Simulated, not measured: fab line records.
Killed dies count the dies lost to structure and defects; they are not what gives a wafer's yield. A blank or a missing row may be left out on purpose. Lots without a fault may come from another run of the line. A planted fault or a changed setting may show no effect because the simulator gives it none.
A lot that was struck, set against a sound lot + flow nand-harc + 13 steps out of a route of 1159
Sound: the wafers L128.1, L128.3, L128.5. Struck: wafer L134.5 (left out: L134.1, L134.6 of the same lot, which were not struck); the cause appears at the end.
For every step that has rows: the tool of each side, followed by ch and its chambers, followed by its first start. Under that, the readings that differ: sound wafers + struck wafers + difference of the means + sigmas: that difference in standard deviations of wafers without a fault.
alike: readings whose means differ by less than 2 such deviations, and words and numbers that are the same on both sides. not compared: withheld readings, readings that some wafer has no value for, bounds like >300 that may hide the same value, and numbers for which the record gives no deviation and whose values overlap.
The two part at a step that has a row with sigmas, a row that says differs or no value, or rows on one side only. Numbers that have no deviation but don't overlap get no sigmas and don't part them. Lack of a reading on every wafer of one side parts them only where that side has two or more wafers.

first, 6 steps without rows for these wafers: NHARC_A_STAIRCASE_SOFTBAKE_04 (time 170 s); NHARC_A_STAIRCASE_EBR_05; NHARC_A_STAIRCASE_EXPOSE_06 (exposes mask STAIR); NHARC_A_STAIRCASE_PEB_07 (peb time 130 s); NHARC_A_STAIRCASE_DEVELOP_08 (time 140 s); NHARC_A_STAIRCASE_HARDBAKE_10 (time 140 s).
NHARC_A_STAIRCASE_DESCUM_11: chemistry O2, time 3 s.
  sound on rie-diel-02 ch 0,2, day 11 03:07; struck on rie-diel-03 ch 2, day 12 13:40
  alike: chamber-pressure-mTorr, drypump-motor-current-A, o2-flow-sccm, oes-product-au, rf-vpp-V, showerhead-plenum-p-Torr, throttle-valve-pct
  not compared: rf-hours-counter-h
NHARC_A_STAIRCASE_TRIM_12: chemistry O2, time 211.2 s.
  sound on rie-diel-02 ch 1,2,3, day 11 03:14; struck on rie-diel-03 ch 1, day 12 13:46
| reading                         | sound          | struck | difference | sigmas |
|---------------------------------|----------------|--------|------------|--------|
| showerhead-plenum-p-Torr (Torr) | 3.33 3.38 3.33 | 3.76   | +0.41      | +3     |
  alike: chamber-pressure-mTorr, drypump-motor-current-A, o2-flow-sccm, oes-product-au, rf-vpp-V, throttle-valve-pct
  not compared: rf-hours-counter-h
then, 1 step without rows for these wafers: NHARC_A_STAIRCASE_ETCH_13 (etches the open film in C4F8/O2, target depth 100 nm, time 40.5 s).
NHARC_A_STAIRCASE_TRIM_14: chemistry O2, time 211.2 s.
  sound on rie-diel-02 ch 0,2,3; struck on rie-diel-03 ch 2
  alike: chamber-pressure-mTorr, drypump-motor-current-A, o2-flow-sccm, oes-product-au, rf-vpp-V, showerhead-plenum-p-Torr, throttle-valve-pct
  not compared: rf-hours-counter-h
NHARC_A_STAIRCASE_ETCH_15: etches the open film in C4F8/O2, target depth 100 nm, time 40.5 s.
  sound on rie-diel-02 ch 1,3; struck on rie-diel-03 ch 1
| reading      | sound       | struck | difference | sigmas |
|--------------|-------------|--------|------------|--------|
| rf-vpp-V (V) | 891 889 891 | 904    | +14        | +2     |
  alike: bias-w, chamber-pressure-mTorr, oes-product-au
  not compared: rf-hours-counter-h
NHARC_A_STAIRCASE_TRIM_16: chemistry O2, time 211.2 s.
  sound on rie-diel-02 ch 0,2,3, day 11 03:44; struck on rie-diel-03 ch 3, day 12 14:12
| reading                     | sound             | struck | difference | sigmas |
|-----------------------------|-------------------|--------|------------|--------|
| drypump-motor-current-A (A) | 5.0 5.9 5.4       | 6.1    | +0.7       | +2     |
| oes-product-au (a.u.)       | 1.001 1.013 1.007 | 1.407  | +0.400     | +55    |
  alike: chamber-pressure-mTorr, o2-flow-sccm, rf-vpp-V, showerhead-plenum-p-Torr, throttle-valve-pct
  not compared: rf-hours-counter-h
NHARC_A_STAIRCASE_ETCH_17: etches the open film in C4F8/O2, target depth 100 nm, time 40.5 s.
  sound on rie-diel-02 ch 0,2; struck on rie-diel-03 ch 2
  alike: bias-w, chamber-pressure-mTorr, oes-product-au, rf-vpp-V
  not compared: rf-hours-counter-h

WHERE THEY PART
Last at NHARC_A_STAIRCASE_TRIM_16 as far as this record goes, first at NHARC_A_STAIRCASE_TRIM_12. Later steps at which nothing parts them and some readings are alike: NHARC_A_STAIRCASE_ETCH_17.

WHY: the cause the simulator had injected
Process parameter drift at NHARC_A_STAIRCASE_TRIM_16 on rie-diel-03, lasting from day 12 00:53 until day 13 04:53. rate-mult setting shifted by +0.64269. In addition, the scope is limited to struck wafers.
